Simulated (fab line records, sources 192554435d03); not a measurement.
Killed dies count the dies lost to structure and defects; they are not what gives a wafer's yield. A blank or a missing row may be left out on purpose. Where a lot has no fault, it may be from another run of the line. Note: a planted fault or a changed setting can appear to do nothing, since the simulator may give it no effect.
Split-lot trial    flow n5_finfet    39 wafers read from 7 lots, route of 1938 steps

THE SPLIT
At N5_FIN_SAQP_HM_DEP_72 (deposits SiO2 from SiH4/N2O, target thk 12 nm, time 7.2 s), the setting target_thk_a was moved away from the recipe's 120 angstrom on 18 of the 39 wafers read, by -55.1% to +54.3%. This setting was run at the recipe's value on the other wafers.

FROM THE SPLIT TO THE READING: what the file shows between them, 4 steps
- N5_FIN_SAQP_COAT_49: time 60 s, resist thk 100 nm
- N5_FIN_SAQP_COAT_50: time 60 s, resist thk 35 nm
- N5_FIN_SAQP_ETCH_52: etches SOC in N2/H2, target depth 100 nm, overetch 20 nm, time 150 s
- N5_FIN_SAQP_STRIP_53: strips in N2/H2

THE READING
etch.depth_nm (the simulator's own value, which no gauge read), in nm, at N5_FIN_SAQP_HM_OPEN_73 (chemistry CHF3/O2, target SiO2, stops on a-Si, target depth 12 nm, time 16.8 s). No usual value for it is given in the file. Here, 21 wafers ran the recipe; their average is 12.145 nm with a standard deviation of 0.27 nm.

wafer   tool, chamber at the split  target_thk_a as run, angstrom  against the recipe  etch.depth_nm, nm  against lot-mates on the recipe
L074.1  pecvd-01, 2                 185.2                          +54.3%              18.58              +6.353
L074.2  pecvd-01, 0                 185.2                          +54.3%              18.61              +6.383
L074.3  pecvd-01, 1                 120                            recipe              12.27              -
L074.4  pecvd-01, 1                 185.2                          +54.3%              18.97              +6.743
L074.5  pecvd-01, 2                 120                            recipe              12.25              -
L074.6  pecvd-01, 0                 120                            recipe              12.16              -
L077.1  pecvd-02, 0,1               120                            recipe              12.05              -
L077.5  pecvd-02, 0,1               120                            recipe              12.05              -
L077.2  pecvd-02, 1                 99.19                          -17.3%              9.793              -2.190
L077.3  pecvd-02, 0                 99.19                          -17.3%              9.855              -2.128
L077.4  pecvd-02, 1                 99.19                          -17.3%              10.02              -1.963
L077.6  pecvd-02, 0                 120                            recipe              11.85              -
L081.1  pecvd-01, 1                 145.7                          +21.4%              15.09              +2.603
L081.2  pecvd-01, 2                 120                            recipe              12.32              -
L081.3  pecvd-01, 0                 145.7                          +21.4%              14.84              +2.353
L081.4  pecvd-01, 1                 145.7                          +21.4%              15.33              +2.843
L081.5  pecvd-01, 2                 120                            recipe              12.62              -
L081.6  pecvd-01, 0                 120                            recipe              12.52              -
L082.1  pecvd-01, 1                 120                            recipe              12.36              -
L082.2  pecvd-01, 0                 53.85                          -55.1%              5.553              -6.837
L082.3  pecvd-01, 2                 120                            recipe              12.41              -
L082.4  pecvd-01, 0                 53.85                          -55.1%              5.751              -6.639
L082.5  pecvd-01, 2                 53.85                          -55.1%              5.915              -6.475
L082.6  pecvd-01, 1                 120                            recipe              12.4               -
L084.1  pecvd-01, 1                 177.1                          +47.6%              17.92              +5.653
L084.2  pecvd-01, 0                 120                            recipe              12.1               -
L084.3  pecvd-01, 2                 120                            recipe              12.24              -
L084.4  pecvd-01, 0                 120                            recipe              12.46              -
L084.5  pecvd-01, 1                 177.1                          +47.6%              18.12              +5.853
L084.6  pecvd-01, 2                 177.1                          +47.6%              18.15              +5.883
L086.1  pecvd-03, 2                 139.9                          +16.6%              13.77              +1.937
L086.2  pecvd-03, 1                 120                            recipe              11.79              -
L086.3  pecvd-03, 0                 120                            recipe              11.75              -
L086.4  pecvd-03, 0                 139.9                          +16.6%              13.94              +2.107
L086.5  pecvd-03, 1                 120                            recipe              11.96              -
L086.6  pecvd-03, 2                 139.9                          +16.6%              14.08              +2.247
L094.2  pecvd-03, 1                 120                            recipe              11.67              -
L094.3  pecvd-03, 0                 120                            recipe              11.88              -
L094.6  pecvd-03, 2                 120                            recipe              11.93              -
If several chambers appear in one row, that row covers several wafers at once and the file leaves open which wafer was in which chamber.

FIT RESULTS
A straight line over all 39 wafers: etch.depth_nm changes by +0.121 nm for each +1% of target_thk_a; r = +1.00; the points scatter about the line by 0.27 nm.
The same after taking each lot's own level away (the mean of its wafers on the recipe; 39 wafers): +0.121 nm for each +1%; r = +1.00; scatter 0.13 nm.
That fit puts the effect of the largest move of target_thk_a on the reading at 6.7 nm.
The span of the lots' own levels, 11.8267 to 12.4867 nm, comes to 2.5 times the standard deviation stated above.
Consequently the slope shifts little with the lot-to-lot level, the two slopes agreeing.
Check: with one of the wafers moved furthest among these (-55.1%) left out of the fit, the line predicts -6.61 nm for it against its lot-mates. It came out at -6.84 nm against them.

THE WHOLE CHAIN: every reading that the file lists as answering this split, in the file's order
step                    what it does                                                                    reading                                                                             change (the file's fit)                r (the file's)
N5_FIN_SAQP_HM_DEP_72   deposits SiO2 from SiH4/N2O, target thk 12 nm, time 7.2 s                       SiO2_of_FIN_SAQP_HM_DEP_72.thk_nm (the simulator's own value, which no gauge read)  +0.121 nm for each +1% of the setting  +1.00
N5_FIN_SAQP_HM_OPEN_73  chemistry CHF3/O2, target SiO2, stops on a-Si, target depth 12 nm, time 16.8 s  etch.depth_nm (the simulator's own value, which no gauge read)                      +0.121 nm for each +1% of the setting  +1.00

THE FILE'S OWN FIT
etch.depth_nm changes by +0.121 nm for each +1% of target_thk_a, r = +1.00.
